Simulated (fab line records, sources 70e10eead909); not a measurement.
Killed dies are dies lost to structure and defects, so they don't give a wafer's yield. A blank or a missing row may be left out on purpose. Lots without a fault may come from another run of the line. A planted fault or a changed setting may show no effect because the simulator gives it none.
Which tool did it? | flow nand_harc | 12 lots, 36 wafers sampled, at 1 step of a route of 1159

WHAT THE GAUGES READ, wafer by wafer
NHARC_P_ZERO_WELL_CD_MEAS_24: target cd 720 nm.
lot  | measured    | on        | cd_nm (nm)
L075 | day 1 20:28 | cd_sem-01 | 718 719 723
L077 | day 2 08:35 | cd_sem-03 | 723 724 717
L079 | day 2 20:38 | cd_sem-02 | 713 722 716
L081 | day 3 08:32 | cd_sem-01 | 717 724 722
L083 | day 3 20:32 | cd_sem-01 | 723 718 720
L085 | day 4 08:24 | cd_sem-02 | 723 718 720
L087 | day 4 20:40 | cd_sem-03 | 714 724 714
L089 | day 5 08:35 | cd_sem-01 | 726 723 720
L091 | day 5 20:51 | cd_sem-01 | 725 718 714
L093 | day 6 08:20 | cd_sem-03 | 722 726 717
L095 | day 6 20:32 | cd_sem-02 | 715 716 725
L097 | day 7 08:48 | cd_sem-02 | 722 716 718

WHICH TOOL RAN EACH LOT (tool, then ch and the chambers of the sampled wafers, then the start)
The record holds no process step before these readings.

THE ANSWER, worked out from the rows above alone
Rule: what is usual is taken from the lots themselves. Put in order of their means at a reading, lots are off if they are a third of the lots or fewer, leave a main group of 4 or more, and stand apart from it by a gap of 3 or more times the standard deviation of the main group's means; of several such gaps the widest counts. A main group whose means are all the same, to the digits that the tables above print for the reading, isn't used. A lot without any number at a reading at which 4 lots or more have one is off too. The other lots that the step has rows for count as sound.
No lot is off at any reading shown: from this, nothing can be told.

WHAT THE SIMULATOR HAD PUT IN
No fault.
